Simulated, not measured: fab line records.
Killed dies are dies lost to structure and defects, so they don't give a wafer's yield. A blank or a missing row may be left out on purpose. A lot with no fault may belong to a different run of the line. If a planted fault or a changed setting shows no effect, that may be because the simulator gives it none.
Which tool is to blame? ; flow nand harc ; 12 lots, 36 wafers sampled, at 5 steps of a route of 1302

== WHAT THE GAUGES SHOWED, per wafer ==
NHARC_END_SORT_01. Usual: killed at array 58, standard deviation 22; killed at other 1.0, standard deviation 1.3; killed at periphery 5, standard deviation 3.4; killed dies 64, standard deviation 22; killed open 3.6, standard deviation 1.8; killed short 2.4, standard deviation 1.7.
lot;measured;on;killed at array;killed at other;killed at periphery;killed dies;killed open;killed short;flag
L910;day 28 19:41;prober-01;32 34 43;1 0 0;5 7 4;38 41 47;5 4 4;2 2 0;

== EACH LOT AND THE TOOL THAT RAN IT (in order: tool; ch and the chambers of the sampled wafers; start) ==
lot;NHARC_A_STAIRCASE_DEP_322;NHARC_A_STAIRCASE_CMP_450;NHARC_A_SGD_CUT_ETCH_58;NHARC_A_SGD_CUT_ETCH_59
L899;pecvd-01 ch 0,1,2, day 18 11:07;cmp-03 ch 0,2, day 19 12:29;rie diel-04 ch 1,2,3, day 19 15:35;rie diel-04 ch 0,2, no start
L901;pecvd-04 ch 1,2, day 19 03:32;cmp-01 ch 1,3, day 20 02:44;rie diel-12 ch 0,2, day 20 05:29;rie diel-12 ch 0,1,3, no start
L902;pecvd-04 ch 1,2, day 19 15:50;cmp-03 ch 1,2,3, day 20 14:34;rie diel-12 ch 1,2,3, day 20 17:25;rie diel-12 ch 0,1,3, no start
L903;pecvd-02 ch 0,1,2, day 19 15:52;cmp-01 ch 1,3, day 20 14:44;rie diel-11 ch 0,1, day 20 17:35;rie diel-11 ch 0,3, no start
L910;pecvd-04 ch 0,2, day 22 09:46;cmp-01 ch 0,1,2, day 23 07:52;rie diel-12 ch 0,1,3, day 23 10:50;rie diel-12 ch 0,1,3, day 28 19:41 or earlier
L911;pecvd-02 ch 0,1,2, day 23 00:43;cmp-02 ch 1,2,3, day 23 21:45;rie diel-12 ch 1,3, day 24 00:41;rie diel-12 ch 0,1, no start
L914;pecvd-01 ch 0,1,2, day 23 22:50;cmp-01 ch 1,2,3, day 24 21:08;rie diel-11 ch 0,1,3, day 25 00:03;rie diel-11 ch 0,2,3, no start
L917;pecvd-04 ch 0,2, day 25 22:44;cmp-03 ch 0,1,2, day 26 22:29;rie diel-11 ch 1,2, day 27 01:22;rie diel-11 ch 1,2, no start
L918;pecvd-01 ch 0,2, day 25 22:47;cmp-02 ch 1,2,3, day 26 22:26;rie diel-04 ch 0,1,2, day 27 01:31;rie diel-04 ch 1,2, no start
L919;pecvd-02 ch 0,2, day 26 19:56;cmp-02 ch 0,1,3, day 27 21:10;rie diel-04 ch 0,2, day 27 23:56;rie diel-04 ch 0,2,3, no start
L920;pecvd-01 ch 0,2, day 26 19:56;cmp-01 ch 0,1,3, day 27 20:00;rie diel-11 ch 0,1,3, day 27 22:44;rie diel-11 ch 0,2,3, no start
L921;pecvd-02 ch 1,2, day 27 07:34;cmp-01 ch 0,1,3, day 28 05:24;rie diel-12 ch 0,1,3, day 28 08:18;rie diel-12 ch 0,1,3, no start
- NHARC_A_STAIRCASE_DEP_322: deposits SiO2, target thk 7200 nm.
- NHARC_A_STAIRCASE_CMP_450: polishes SiO2, target thk 200 nm.
- NHARC_A_SGD_CUT_ETCH_58: etches the open film in CF4, target depth 39 nm, time 65 s.
- NHARC_A_SGD_CUT_ETCH_59: etches the open film in N2/H2, target depth 260 nm, time 406.25 s.

== AS READ BY THE TOOLS THEMSELVES (means over the sampled wafers that have a number; for cases with no such wafer, the mark the record gives instead) ==
NHARC_A_STAIRCASE_DEP_322. Usual: heater power w 640 W, standard deviation 120; mfc precursor sccm 200.0 sccm, standard deviation 0.56.
lot;tool;heater power w (W);mfc precursor sccm (sccm);flag
L899;pecvd-01;654;200.0;
L901;pecvd-04;611;199.7;
L902;pecvd-04;585;199.9;
L903;pecvd-02;677;199.7;
L910;pecvd-04;588;199.9;
L911;pecvd-02;694;200.6;
L914;pecvd-01;614;200.5;
L917;pecvd-04;702;200.3;
L918;pecvd-01;655;200.5;
L919;pecvd-02;684;200.0;
L920;pecvd-01;726;199.0;
L921;pecvd-02;669;200.9;

NHARC_A_STAIRCASE_CMP_450. Usual: motor current A 12.8 A, standard deviation 1.4; retaining ring pressure frac 1.000, standard deviation 0.0047.
lot;tool;motor current A (A);retaining ring pressure frac;flag
L899;cmp-03;10.8;0.998;
L901;cmp-01;14.3;1.000;
L902;cmp-03;12.1;0.997;
L903;cmp-01;14.9;0.998;
L910;cmp-01;14.1;1.001;
L911;cmp-02;11.9;1.003;
L914;cmp-01;14.6;0.996;
L917;cmp-03;11.2;1.004;
L918;cmp-02;12.3;1.006;
L919;cmp-02;12.4;1.005;
L920;cmp-01;14.4;1.002;
L921;cmp-01;14.4;1.001;

NHARC_A_SGD_CUT_ETCH_58. Usual: drypump motor current A 5.8 A, standard deviation 0.54; oes product au 0.995 a.u., standard deviation 0.011; rf vpp V 151.0 V, standard deviation 1.3; run length s 86.3 s, standard deviation 0.46; showerhead plenum p Torr 1.75 Torr, standard deviation 0.068; throttle valve pct 13.283 %, standard deviation 0.0092.
lot;tool;drypump motor current A (A);oes product au (a.u.);rf vpp V (V);run length s (s);showerhead plenum p Torr (Torr);throttle valve pct (%);flag
L899;rie diel-04;5.9;0.995;151.0;86.2;1.75;13.285;
L901;rie diel-12;4.9;0.991;151.6;86.2;1.74;13.278;
L902;rie diel-12;5.6;0.991;151.8;86.3;1.78;13.296;
L903;rie diel-11;6.1;1.000;149.3;86.3;1.67;13.283;
L910;rie diel-12;5.6;0.987;151.6;91.0;1.77;13.280;OFF
L911;rie diel-12;5.9;0.995;152.0;96.1;1.80;13.280;OFF
L914;rie diel-11;6.0;0.981;150.9;86.7;1.75;13.287;
L917;rie diel-11;6.2;1.002;150.9;86.3;1.75;13.287;
L918;rie diel-04;5.5;1.007;151.9;86.1;1.77;13.290;
L919;rie diel-04;5.6;0.996;149.9;86.1;1.69;13.282;
L920;rie diel-11;6.0;0.989;150.9;86.3;1.74;13.278;
L921;rie diel-12;5.6;1.002;150.5;86.5;1.77;13.291;

NHARC_A_SGD_CUT_ETCH_59. Usual: drypump motor current A 5.7 A, standard deviation 0.54; oes product au 0.994 a.u., standard deviation 0.011; rf vpp V 430.1 V, standard deviation 2.6; run length s 427.6 s, standard deviation 0.52; showerhead plenum p Torr 2.03 Torr, standard deviation 0.09; throttle valve pct 14.172 %, standard deviation 0.0088.
lot;tool;drypump motor current A (A);oes product au (a.u.);rf vpp V (V);run length s (s);showerhead plenum p Torr (Torr);throttle valve pct (%);flag
L899;rie diel-04;5.2;0.997;428.0;426.9;1.96;14.170;
L901;rie diel-12;5.6;0.991;430.4;427.4;2.04;14.169;
L902;rie diel-12;5.6;0.990;431.0;427.8;2.04;14.173;
L903;rie diel-11;6.3;0.998;430.8;428.0;2.03;14.168;
L910;rie diel-12;5.6;0.997;430.8;427.7;2.04;14.172;
L911;rie diel-12;5.3;1.003;429.7;427.4;2.02;14.172;
L914;rie diel-11;6.2;0.988;431.3;427.8;2.07;14.173;
L917;rie diel-11;6.0;0.993;427.9;427.5;1.95;14.172;
L918;rie diel-04;5.8;1.001;432.4;427.6;2.10;14.168;
L919;rie diel-04;5.7;0.999;427.1;427.0;1.94;14.171;
L920;rie diel-11;6.2;0.987;431.0;427.7;2.06;14.164;
L921;rie diel-12;5.6;1.003;429.8;427.6;2.04;14.179;

== THE ANSWER, worked out from the rows above alone ==
Rule: take the mean of a lot's wafers that have a number; if it is more than 3 standard deviations from the usual mean, the lot is off. A lot without any number at a reading at which 4 lots or more have one is off too. Any other lot the step has rows for is counted as sound. Order of review: gauges by route order, followed by the tools' own readings, for which a lot's mean as printed above is used. At the first step where some lot is off, the reading lying furthest off is the one used; lots without a number count as furthest.
Off at NHARC_A_SGD_CUT_ETCH_58 (run length s): L910, L911.
If a tool, at that step or one of the process steps before it, ran each lot that is off and ran no sound lot following the first of them, it fits. None of those tried fits.

== WHAT HAD BEEN PUT IN BY THE SIMULATOR ==
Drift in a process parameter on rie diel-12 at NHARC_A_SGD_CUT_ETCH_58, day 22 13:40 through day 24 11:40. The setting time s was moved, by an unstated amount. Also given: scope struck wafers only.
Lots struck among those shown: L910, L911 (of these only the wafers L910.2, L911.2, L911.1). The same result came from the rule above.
